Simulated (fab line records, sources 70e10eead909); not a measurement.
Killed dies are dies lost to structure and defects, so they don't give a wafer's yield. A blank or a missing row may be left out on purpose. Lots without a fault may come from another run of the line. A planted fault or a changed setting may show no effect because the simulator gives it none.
A struck lot beside a sound one | flow nand_harc | 15 steps out of a route of 1302
Sound: wafers L602.2, L602.5, L602.6. Struck: wafer L593.6. (L593.1, L593.3 of the same lot were not struck and are left out.) The cause comes at the end.
At each step with rows: each side's tool, then ch and its chambers, then its first start. Under that, the readings that differ: sound wafers | struck wafers | difference of the means | sigmas: that difference in standard deviations of wafers without a fault.
alike: readings whose means differ by less than 2 such deviations, and words and numbers that are the same on both sides. not compared: withheld readings, readings that some wafer has no value for, bounds like >300 that may hide the same value, and numbers for which the record gives no deviation and whose values overlap.
The two part at a step that has a row with sigmas, a row that says differs or no value, or rows on one side only. Numbers that don't overlap but have no deviation are shown without sigmas and don't part them. A reading that every wafer of one side lacks parts them only if that side has two wafers or more.

first, 1 step without rows for these wafers: NHARC_P_GATE_DESCUM_31 (chemistry O2, time 3 s).
NHARC_P_GATE_ETCH_104: etches the open film in CF4/CHF3, target depth 60 nm.
  sound on rie_diel-11 ch 0,2,3, day 10 22:47; struck on rie_diel-11 ch 0, day 6 14:59
  alike: drypump_motor_current_A, mfc_ar_sccm, oes_product_au, rf_fwd_power_W, rf_vpp_V, showerhead_plenum_p_Torr, throttle_valve_pct
NHARC_P_GATE_HM_OPEN_105: chemistry O2/COS, target depth 360 nm.
  sound on rie_diel-11 ch 1,2,3; struck on rie_diel-11 ch 3
  alike: drypump_motor_current_A, mfc_ar_sccm, oes_product_au, rf_fwd_power_W, rf_vpp_V, showerhead_plenum_p_Torr, throttle_valve_pct
  not compared: rf_hours_counter_h
then, 2 steps without rows for these wafers: NHARC_P_GATE_STRIP_106 (strips in O2/COS); NHARC_P_GATE_ETCH_114 (etches the open film in CF4/O2, target depth 30 nm, overetch 3 nm, time 16.5 s).
NHARC_P_GATE_ETCH_32: etches the open film in HBr/Cl2, target depth 150 nm, time 100.1 s.
  sound on rie_si-01 ch 1,2,3, day 10 23:11; struck on rie_si-01 ch 1, day 6 15:22
  alike: drypump_motor_current_A, oes_product_au, rf_fwd_power_W, throttle_valve_pct
  not compared: rf_hours_counter_h
NHARC_P_GATE_STRIP_108: strips in O2.
  sound on rie_diel-04 ch 1,2, day 10 23:19; struck on rie_diel-11 ch 2, day 6 15:31
  alike: drypump_motor_current_A, mfc_ar_sccm, oes_product_au, rf_vpp_V, showerhead_plenum_p_Torr, throttle_valve_pct
  not compared: rf_hours_counter_h
NHARC_P_GATE_CD_MEAS_33:
  sound on cd_sem-03, day 10 23:29; struck on cd_sem-01, day 6 15:42
  alike: cd_nm
then, 4 steps without rows for these wafers: NHARC_P_GATE_STRIP_35 (strips in SPM, time 600 s); NHARC_P_GATE_PRECLEAN_73 (cleans in SC1); NHARC_P_GATE_SRD_74; NHARC_P_GATE_ALD_36 (deposits SiNx, target thk 20 nm, pulse time 60 s, ald cycles 223).
NHARC_P_GATE_ETCHBACK_37: etches the open film in CHF3/O2, target depth 34.5 nm, time 17.2 s.
  sound on rie_diel-01 ch 0,3, day 11 09:27; struck on rie_diel-11 ch 3, day 7 01:37
  reading          | sound          | struck | difference | sigmas
  run_length_s (s) | 37.9 37.4 38.6 | 49.2   | +11.2      | +24
  alike: drypump_motor_current_A, mfc_ar_sccm, oes_product_au, rf_fwd_power_W, rf_vpp_V, showerhead_plenum_p_Torr, throttle_valve_pct
  not compared: rf_hours_counter_h
NHARC_P_GATE_STRIP_101: strips in O2, time 20 s.
  sound on rie_diel-01 ch 1,2, day 11 09:33; struck on rie_diel-11 ch 0, day 7 01:42
  reading      | sound          | struck | difference | sigmas
  rf_vpp_V (V) | 58.7 57.6 58.8 | 56.1   | -2.3       | -3
  alike: drypump_motor_current_A, mfc_ar_sccm, oes_product_au, showerhead_plenum_p_Torr, throttle_valve_pct
  not compared: rf_hours_counter_h
-- the record jumps here: 20 days lie between the struck wafers' starts before and after (it left off in module P_GATE and takes up again in module END, whose first step shown is number 1302 of the route) --
NHARC_END_SORT_01:
  the record has rows for the struck wafers here (prober-01 ch 0, day 26 15:46) and none for the sound ones

WHERE THEY PART
First at NHARC_P_GATE_ETCHBACK_37; last, within this record, at NHARC_END_SORT_01.

WHY: what the simulator had put in
Process parameter drift: rie_diel-11, from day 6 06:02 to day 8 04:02, at NHARC_P_GATE_ETCHBACK_37. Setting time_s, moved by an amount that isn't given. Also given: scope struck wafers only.
